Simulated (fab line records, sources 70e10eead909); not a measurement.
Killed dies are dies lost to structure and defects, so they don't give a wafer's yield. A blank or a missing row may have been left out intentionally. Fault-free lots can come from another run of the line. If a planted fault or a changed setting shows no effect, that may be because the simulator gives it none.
Comparing a struck lot with a sound one / flow nand_harc / 15 out of 1302 route steps
Sound: the wafers L696.3, L696.5, L696.6. Struck: wafer L700.1 (left out: L700.2, L700.3 of the same lot, which were not struck); the cause appears at the end.
Order at every step that has rows: each side's tool, ch and its chambers, its first start. Under that, the readings that differ: sound wafers / struck wafers / difference of the means / sigmas: that difference in standard deviations of wafers without a fault.
alike: same words and numbers on both sides, and readings whose means sit less than 2 such deviations apart. not compared: any withheld reading, any reading some wafer has no value for, any bound like >300 that may hide the same value, and any number with overlapping values for which the record gives no deviation.
A row with sigmas, a row that says differs or no value, or rows on one side alone: a step with any of these is where the two part. When numbers do not overlap yet have no deviation, they are printed without sigmas and do not part them. A reading missing from all wafers of one side parts the sides only when that side holds two or more wafers.

first, 1 step without rows for these wafers: NHARC_A_ONON_D1_DEP_09 (target thk 1000 nm).
NHARC_A_ONON_D1_THK_MEAS_11: measures by ellipsometry.
  sound on film_metro-02 at day 9 11:52; struck on film_metro-02 at day 11 10:22
reading=thk_nm (nm); sound=993 993 994; struck=1014; difference=+21; sigmas=+2
next comes 1 step that has no rows for these wafers: NHARC_A_ONON_D1_DEP_12 (target thickness 1000 nm).
NHARC_A_ONON_D1_THK_MEAS_14: measures by ellipsometry.
  sound on film_metro-02 at day 9 12:26; struck on film_metro-02 at day 11 10:56
  alike: thk_nm
then, 2 steps without rows for these wafers: NHARC_A_ONON_D1_ANNEAL_15 (time 3600 s); NHARC_A_ONON_D1_DEP_16 (target thk 1000 nm).
NHARC_A_ONON_D1_THK_MEAS_18: measures by ellipsometry.
  sound on film_metro-02 at day 9 19:59; struck on film_metro-02 at day 11 19:50
  alike: thk_nm
next comes 1 step that has no rows for these wafers: NHARC_A_ONON_D1_DEP_19 (target thickness 1000 nm).
NHARC_A_ONON_D1_THK_MEAS_21: measures by ellipsometry.
  sound on film_metro-01 at day 9 20:35; struck on film_metro-02 at day 11 20:24
  alike: thk_nm
next comes 1 step that has no rows for these wafers: NHARC_A_ONON_D1_DEP_22 (target thickness 1000 nm).
NHARC_A_ONON_D1_THK_MEAS_24: measures by ellipsometry.
  sound on film_metro-02 at day 9 21:08; struck on film_metro-02 at day 11 20:58
  alike: thk_nm
NHARC_A_ONON_D1_DEP_25: target thk 1000 nm.
  sound on pecvd_onon-01 ch 0, day 9 21:19; struck on pecvd_onon-04 ch 0, day 11 21:01
NHARC_A_ONON_D1_THK_MEAS_27: measures by ellipsometry.
  sound on film_metro-02 at day 9 21:42; struck on film_metro-02 at day 11 21:32
reading=thk_nm (nm); sound=998 999 998; struck=1581; difference=+583; sigmas=+59
next comes 1 step that has no rows for these wafers: NHARC_A_ONON_D1_DEP_28 (target thickness 1000 nm).
-- the record jumps here: 17 days lie between the struck wafers' starts before and after (it left off in module A_ONON_D1 and takes up again in module END, whose first step shown is number 1302 of the route) --
NHARC_END_SORT_01:
  at this point the record logs the struck wafers (prober-01 ch 0, day 28 10:04) and has no rows for the sound ones

WHERE THEY PART
Earliest at NHARC_A_ONON_D1_THK_MEAS_11; latest, in this record, at NHARC_END_SORT_01.

WHY: whatever the simulator had introduced
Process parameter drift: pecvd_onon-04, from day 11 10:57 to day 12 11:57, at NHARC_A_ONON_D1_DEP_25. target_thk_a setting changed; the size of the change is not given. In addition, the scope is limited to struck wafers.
